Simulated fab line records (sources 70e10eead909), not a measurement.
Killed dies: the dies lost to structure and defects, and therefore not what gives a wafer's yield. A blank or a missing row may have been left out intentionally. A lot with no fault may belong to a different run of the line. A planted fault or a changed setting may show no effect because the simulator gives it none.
Which tool was responsible?    flow nand_harc    24 lots with 72 wafers sampled at 6 steps, on a route of 1302 steps

## WHAT EACH GAUGE READ, for each wafer
NHARC_A_SGD_CUT_OVL_MEAS_10.
lot   measured      on          overlay_x_nm (nm)  overlay_y_nm (nm)
L074  day 19 03:11  overlay-01  1.1 0.9 1.5        0.3 0.2 0.1
L075  day 20 02:02  overlay-02  -0.2 -0.7 -0.3     1.3 0.8 0.2
L078  day 20 05:44  overlay-02  0.5 0.3 0.4        0.9 1.2 0.6
L077  day 20 05:54  overlay-01  1.4 1.1 1.4        -0.4 0.5 -0.9
L076  day 20 22:42  overlay-02  1.2 0.9 0.9        -0.9 -0.5 -0.4
L079  day 20 22:31  overlay-01  0.7 0.7 0.5        -0.2 0.1 -0.5
L080  day 21 08:17  overlay-02  0.0 -0.1 0.2       -0.6 -0.3 -0.4
L082  day 22 09:51  overlay-02  0.1 -0.2 0.1       0.3 0.5 0.7
L081  day 22 10:05  overlay-01  0.6 1.0 0.4        0.1 0.5 0.0
L083  day 23 03:09  overlay-02  2.6 3.1 2.7        -1.3 -1.1 -0.7
L084  day 23 17:04  overlay-01  -0.1 -0.1 0.1      0.0 -0.7 -0.3
L085  day 23 17:13  overlay-02  -1.6 -1.6 -1.9     -0.5 -1.2 -0.8
L086  day 24 07:23  overlay-02  1.5 0.5 0.6        -0.2 -0.8 -0.3
L087  day 24 17:14  overlay-01  -1.1 -0.6 -0.5     1.7 2.0 1.3
L089  day 25 07:04  overlay-01  0.0 -0.2 0.1       0.8 1.8 1.4
L088  day 25 11:27  overlay-01  -1.5 -2.0 -1.7     -1.1 -1.4 -0.8
L091  day 26 12:59  overlay-01  -1.2 -1.1 -0.4     1.7 0.9 1.4
L090  day 26 11:50  overlay-02  -0.1 -0.8 -0.8     1.2 1.5 1.4
L092  day 27 00:19  overlay-01  0.2 0.0 -0.7       0.5 0.2 0.1
L094  day 27 13:02  overlay-02  0.0 -0.6 -0.3      -0.7 -0.5 -0.1
L095  day 27 12:43  overlay-02  0.5 0.7 -0.3       -1.4 -0.7 -1.5
L093  day 28 03:26  overlay-02  0.2 0.2 0.4        -1.2 -0.4 -0.8
L096  day 28 03:36  overlay-01  -0.7 -1.1 -0.8     -0.2 0.2 0.5
L097  day 28 14:20  overlay-01  0.3 0.4 0.4        -0.9 -0.7 -0.7

NHARC_A_SLIT_OVL_MEAS_10.
lot   measured      on          overlay_x_nm (nm)  overlay_y_nm (nm)
L074  day 19 15:29  overlay-02  0.5 0.3 0.0        0.8 0.3 0.2
L075  day 20 15:45  overlay-01  0.1 0.9 -0.1       -0.2 -0.6 0.0
L078  day 20 17:16  overlay-02  0.3 -0.4 -0.4      -0.6 -1.3 -0.1
L077  day 20 19:29  overlay-01  -1.0 -0.8 -1.0     1.1 1.0 1.1
L076  day 21 13:09  overlay-02  0.7 0.9 0.8        -0.3 0.7 0.6
L079  day 21 12:01  overlay-02  -0.3 -0.2 -0.2     1.1 1.3 1.4
L080  day 21 21:04  overlay-02  -0.8 -0.7 -0.2     -0.6 -0.4 -0.5
L082  day 22 21:20  overlay-01  -0.2 -0.1 0.1      -0.6 -0.5 -0.8
L081  day 22 22:07  overlay-02  0.1 0.1 0.2        1.3 1.6 2.0
L083  day 23 14:59  overlay-01  1.3 1.8 1.5        1.4 0.9 1.2
L084  day 24 06:02  overlay-01  -0.4 -0.1 -0.1     0.4 0.7 1.3
L085  day 24 06:33  overlay-02  0.1 -0.2 0.0       0.2 0.0 0.3
L086  day 24 19:49  overlay-02  0.6 0.1 0.8        0.8 -0.4 0.5
L087  day 25 04:49  overlay-01  0.3 1.0 0.7        -0.5 -0.8 -0.9
L089  day 25 21:02  overlay-01  0.6 0.5 1.4        1.4 2.0 1.3
L088  day 26 02:50  overlay-01  -1.4 -1.4 -1.2     -0.4 -0.5 -0.4
L091  day 27 02:55  overlay-02  -1.0 -0.4 -0.7     0.4 -1.2 -0.4
L090  day 27 02:23  overlay-01  -1.8 -1.5 -1.8     0.9 1.4 0.9
L092  day 27 12:19  overlay-02  0.1 0.3 0.1        -1.3 -0.3 -0.8
L094  day 28 00:21  overlay-02  -1.1 -0.7 -1.0     -1.0 -0.9 -1.0
L095  day 28 00:24  overlay-01  -1.1 -0.9 -1.1     -0.4 0.4 0.1
L093  day 28 15:22  overlay-01  -0.1 -0.1 0.4      2.4 2.5 3.1
L096  day 28 15:34  overlay-02  -0.5 -0.4 -0.6     -1.0 -1.4 -1.2
L097  day 29 06:29  overlay-01  -0.3 -0.1 0.5      -0.9 -0.3 -0.5

## TOOL THAT RAN EACH LOT (tool first, then ch and the chambers of the sampled wafers, then the start)
lot   NHARC_A_STAIRCASE_DEP_325        NHARC_A_STAIRCASE_ETCHBACK_157      NHARC_A_STAIRCASE_CMP_472      NHARC_A_SLIT_DEP_25
L074  pecvd-03 ch 0,2, day 18 10:56    rie_diel-12 ch 0,1, day 19 01:33    cmp-01 ch 0,1, day 19 02:07    pecvd-02 ch 0,2, day 19 09:50
L075  pecvd-01 ch 0,1, day 19 01:07    rie_diel-12 ch 0,1,2, day 19 23:57  cmp-02 ch 0,2,3, day 20 00:41  pecvd-04 ch 0,1,2, day 20 08:41
L078  pecvd-02 ch 0,1, day 19 13:14    rie_diel-13 ch 0,2, day 20 03:26    cmp-04 ch 2,3, day 20 04:31    pecvd-04 ch 0,1, day 20 12:31
L077  pecvd-03 ch 0,1,2, day 19 13:24  rie_diel-09 ch 0,3, day 20 04:04    cmp-01 ch 1,2,3, day 20 04:38  pecvd-03 ch 0,1, day 20 12:36
L076  pecvd-02 ch 0,1,2, day 20 05:11  rie_diel-09 ch 0,2,3, day 20 20:56  cmp-01 ch 1,2,3, day 20 21:29  pecvd-04 ch 0,1,2, day 21 05:08
L079  pecvd-01 ch 0,1,2, day 20 05:22  rie_diel-09 ch 1,2, day 20 20:49    cmp-04 ch 0,1,2, day 20 21:27  pecvd-02 ch 0,1,2, day 21 05:09
L080  pecvd-03 ch 0,1,2, day 20 16:15  rie_diel-09 ch 2,3, day 21 06:38    cmp-02 ch 0,2, day 21 07:13    pecvd-04 ch 1,2, day 21 15:35
L082  pecvd-02 ch 0,1, day 21 12:40    rie_diel-13 ch 0,2,3, day 22 08:07  cmp-02 ch 0,2,3, day 22 08:49  pecvd-02 ch 0,1,2, day 22 16:34
L081  pecvd-03 ch 0,1,2, day 21 12:46  rie_diel-13 ch 0,2,3, day 22 08:19  cmp-01 ch 0,1,3, day 22 08:55  pecvd-04 ch 1,2, day 22 16:31
L083  pecvd-01 ch 0,1, day 22 09:05    rie_diel-13 ch 0,2,3, day 23 01:25  cmp-01 ch 0,1, day 23 01:56    pecvd-02 ch 0,1, day 23 10:11
L084  pecvd-02 ch 0,1,2, day 23 01:22  rie_diel-13 ch 2,3, day 23 15:25    cmp-02 ch 0,1, day 23 15:59    pecvd-02 ch 0,1,2, day 23 23:55
L085  pecvd-01 ch 0,2, day 23 01:22    rie_diel-12 ch 0,2,3, day 23 15:29  cmp-04 ch 0,1,3, day 23 16:01  pecvd-04 ch 0,2, day 24 00:04
L086  pecvd-03 ch 1,2, day 23 15:04    rie_diel-13 ch 0,3, day 24 05:37    cmp-04 ch 2,3, day 24 06:10    pecvd-04 ch 0,1,2, day 24 15:02
L087  pecvd-02 ch 0,1, day 24 01:23    rie_diel-12 ch 1,2,3, day 24 15:35  cmp-01 ch 0,2,3, day 24 16:08  pecvd-03 ch 1,2, day 24 23:52
L089  pecvd-02 ch 0,1, day 24 14:30    rie_diel-12 ch 1,2,3, day 25 05:25  cmp-01 ch 1,2,3, day 25 05:58  pecvd-04 ch 0,1,2, day 25 14:27
L088  pecvd-01 ch 0,2, day 24 18:04    rie_diel-12 ch 0,2, day 25 09:41    cmp-01 ch 1,2,3, day 25 10:16  pecvd-03 ch 0,1, day 25 19:22
L091  pecvd-01 ch 0,1, day 25 18:24    rie_diel-13 ch 0,2,3, day 26 11:11  cmp-01 ch 1,2,3, day 26 11:46  pecvd-03 ch 0,1,2, day 26 19:07
L090  pecvd-03 ch 1,2, day 25 18:44    rie_diel-13 ch 1,2, day 26 10:04    cmp-04 ch 0,3, day 26 10:38    pecvd-04 ch 0,1,2, day 26 19:08
L092  pecvd-01 ch 0,1,2, day 26 06:17  rie_diel-13 ch 2,3, day 26 22:25    cmp-01 ch 0,3, day 26 23:06    pecvd-03 ch 0,2, day 27 07:07
L094  pecvd-03 ch 0,1,2, day 26 20:52  rie_diel-12 ch 0,1,2, day 27 11:20  cmp-01 ch 1,2,3, day 27 11:52  pecvd-03 ch 0,1,2, day 27 19:32
L095  pecvd-02 ch 0,2, day 26 20:52    rie_diel-12 ch 1,2, day 27 10:41    cmp-04 ch 0,2,3, day 27 11:36  pecvd-02 ch 0,1,2, day 27 19:38
L093  pecvd-03 ch 0,1,2, day 27 10:44  rie_diel-09 ch 0,3, day 28 01:41    cmp-04 ch 0,1,3, day 28 02:16  pecvd-02 ch 0,1,2, day 28 10:45
L096  pecvd-02 ch 0,1, day 27 10:58    rie_diel-12 ch 0,1,3, day 28 01:49  cmp-04 ch 0,1,2, day 28 02:26  pecvd-04 ch 1,2, day 28 10:40
L097  pecvd-01 ch 1,2, day 27 20:51    rie_diel-13 ch 0,1,3, day 28 12:34  cmp-02 ch 0,2,3, day 28 13:08  pecvd-04 ch 0,1,2, day 28 21:02
- NHARC_A_STAIRCASE_DEP_325: deposits SiO2, target thk 7200 nm.
- NHARC_A_STAIRCASE_ETCHBACK_157: etches the open film in CH3F/O2, target depth 90 nm, time 167.14 s.
- NHARC_A_STAIRCASE_CMP_472: polishes SiO2.
- NHARC_A_SLIT_DEP_25: deposits SiO2, target thk 200 nm.

## WHAT THE TOOLS THEMSELVES READ (means of the sampled wafers that have a number; where no wafer has one, the mark that the record gives instead)
NHARC_A_STAIRCASE_DEP_325.
lot   tool      heater_power_outer_w (W)  heater_power_w (W)  mfc_precursor_sccm (sccm)
L074  pecvd-03  328                       575                 200.2
L075  pecvd-01  437                       690                 200.8
L078  pecvd-02  379                       661                 200.4
L077  pecvd-03  342                       623                 199.8
L076  pecvd-02  462                       782                 200.3
L079  pecvd-01  443                       745                 200.0
L080  pecvd-03  341                       631                 200.0
L082  pecvd-02  335                       593                 199.7
L081  pecvd-03  343                       622                 200.3
L083  pecvd-01  407                       666                 200.2
L084  pecvd-02  385                       692                 199.6
L085  pecvd-01  399                       680                 200.4
L086  pecvd-03  362                       662                 200.1
L087  pecvd-02  370                       639                 199.7
L089  pecvd-02  357                       607                 199.9
L088  pecvd-01  401                       682                 199.7
L091  pecvd-01  457                       757                 200.2
L090  pecvd-03  342                       604                 200.0
L092  pecvd-01  414                       700                 199.9
L094  pecvd-03  330                       602                 200.3
L095  pecvd-02  433                       744                 199.3
L093  pecvd-03  310                       582                 199.8
L096  pecvd-02  347                       614                 200.3
L097  pecvd-01  472                       813                 199.7

NHARC_A_STAIRCASE_ETCHBACK_157.
lot   tool         drypump_motor_current_A (A)  oes_product_au (a.u.)  rf_vpp_V (V)  showerhead_plenum_p_Torr (Torr)  throttle_valve_pct (%)
L074  rie_diel-12  4.9                          0.95                   241.9         2.32                             20.667
L075  rie_diel-12  5.4                          1.01                   245.0         2.47                             20.656
L078  rie_diel-13  5.9                          0.93                   242.2         2.34                             20.663
L077  rie_diel-09  5.6                          0.97                   243.9         2.47                             20.661
L076  rie_diel-09  5.8                          0.98                   245.0         2.49                             20.666
L079  rie_diel-09  5.7                          0.93                   244.0         2.42                             20.661
L080  rie_diel-09  6.0                          0.93                   244.8         2.51                             20.663
L082  rie_diel-13  5.7                          1.00                   243.0         2.39                             20.667
L081  rie_diel-13  5.7                          0.96                   243.7         2.39                             20.660
L083  rie_diel-13  5.7                          1.00                   243.6         2.39                             20.664
L084  rie_diel-13  5.2                          1.00                   245.2         2.46                             20.672
L085  rie_diel-12  5.9                          0.93                   245.7         2.52                             20.662
L086  rie_diel-13  5.5                          1.00                   243.9         2.46                             20.661
L087  rie_diel-12  5.8                          0.97                   244.9         2.44                             20.668
L089  rie_diel-12  5.8                          0.97                   243.7         2.44                             20.657
L088  rie_diel-12  5.5                          0.92                   244.6         2.54                             20.667
L091  rie_diel-13  5.7                          0.98                   242.8         2.38                             20.669
L090  rie_diel-13  5.4                          1.00                   243.1         2.38                             20.668
L092  rie_diel-13  5.5                          0.98                   243.7         2.39                             20.649
L094  rie_diel-12  5.4                          0.99                   244.4         2.45                             20.658
L095  rie_diel-12  5.3                          1.00                   243.0         2.37                             20.665
L093  rie_diel-09  5.6                          0.92                   243.8         2.45                             20.668
L096  rie_diel-12  5.4                          1.00                   245.2         2.54                             20.672
L097  rie_diel-13  5.6                          0.92                   243.5         2.40                             20.663

NHARC_A_STAIRCASE_CMP_472.
lot   tool    motor_current_A (A)  slurry_flow_ml_min
L074  cmp-01  12.3                 149.8
L075  cmp-02  11.4                 150.1
L078  cmp-04  11.9                 149.8
L077  cmp-01  11.7                 150.1
L076  cmp-01  11.5                 150.1
L079  cmp-04  10.6                 150.0
L080  cmp-02  10.9                 150.3
L082  cmp-02  11.6                 149.9
L081  cmp-01  11.9                 150.1
L083  cmp-01  12.7                 149.8
L084  cmp-02  11.5                 150.2
L085  cmp-04  11.7                 150.2
L086  cmp-04  11.9                 150.5
L087  cmp-01  11.2                 150.1
L089  cmp-01  11.7                 150.5
L088  cmp-01  11.4                 150.5
L091  cmp-01  11.8                 150.0
L090  cmp-04  11.8                 149.8
L092  cmp-01  11.1                 150.2
L094  cmp-01  11.5                 150.1
L095  cmp-04  11.5                 149.8
L093  cmp-04  11.6                 149.7
L096  cmp-04  11.0                 149.6
L097  cmp-02  11.5                 149.6

NHARC_A_SLIT_DEP_25.
lot   tool      heater_power_outer_w (W)  heater_power_w (W)  mfc_precursor_sccm (sccm)  showerhead_vpp_V (V)  throttle_valve_pct (%)
L074  pecvd-02  360                       669                 161.0                      1822                  16.1
L075  pecvd-04  283                       531                 160.9                      1855                  15.5
L078  pecvd-04  349                       575                 160.9                      1782                  15.7
L077  pecvd-03  228                       492                 161.3                      1793                  15.6
L076  pecvd-04  249                       487                 161.9                      1838                  15.6
L079  pecvd-02  336                       609                 161.2                      1844                  16.4
L080  pecvd-04  211                       465                 161.0                      1886                  15.5
L082  pecvd-02  319                       586                 161.7                      1861                  16.5
L081  pecvd-04  237                       465                 162.3                      1849                  15.6
L083  pecvd-02  385                       644                 161.3                      1841                  16.7
L084  pecvd-02  331                       604                 161.3                      1866                  16.5
L085  pecvd-04  262                       523                 161.1                      1877                  15.8
L086  pecvd-04  283                       537                 161.1                      1838                  15.6
L087  pecvd-03  269                       519                 161.3                      1861                  16.0
L089  pecvd-04  274                       505                 161.6                      1849                  15.6
L088  pecvd-03  279                       563                 162.0                      1841                  15.6
L091  pecvd-03  255                       508                 161.2                      1833                  15.9
L090  pecvd-04  275                       512                 161.3                      1854                  15.6
L092  pecvd-03  204                       426                 161.3                      1760                  16.2
L094  pecvd-03  254                       506                 161.2                      1833                  16.0
L095  pecvd-02  316                       587                 161.0                      1868                  16.2
L093  pecvd-02  310                       575                 161.2                      1877                  16.4
L096  pecvd-04  217                       458                 161.7                      1846                  15.8
L097  pecvd-04  259                       500                 161.3                      1831                  15.5

## THE ANSWER, worked out from the rows above alone
Rule: usual is defined by the lots themselves. The widest of any qualifying gaps counts: lots, ordered by their means at a reading, are off when they make up no more than a third of the lots, leave a main group of 4 or more, and stand apart from it by 3 or more times the standard deviation of that group's means. A main group whose means are all the same, to the digits that the tables above print for the reading, isn't used. Also off: a lot with no number at a reading for which 4 or more lots have one. Where the step has rows for the other lots, those lots are counted as sound. After the gauges, taken in route order, come the tools' own readings; for these a lot's mean is taken, as printed above. At the first step where some lot is off, the reading lying furthest off is the one used; lots without a number count as furthest.
No lot is off at any reading shown: from this, nothing can be told.

## WHAT THE SIMULATOR HAD PUT IN
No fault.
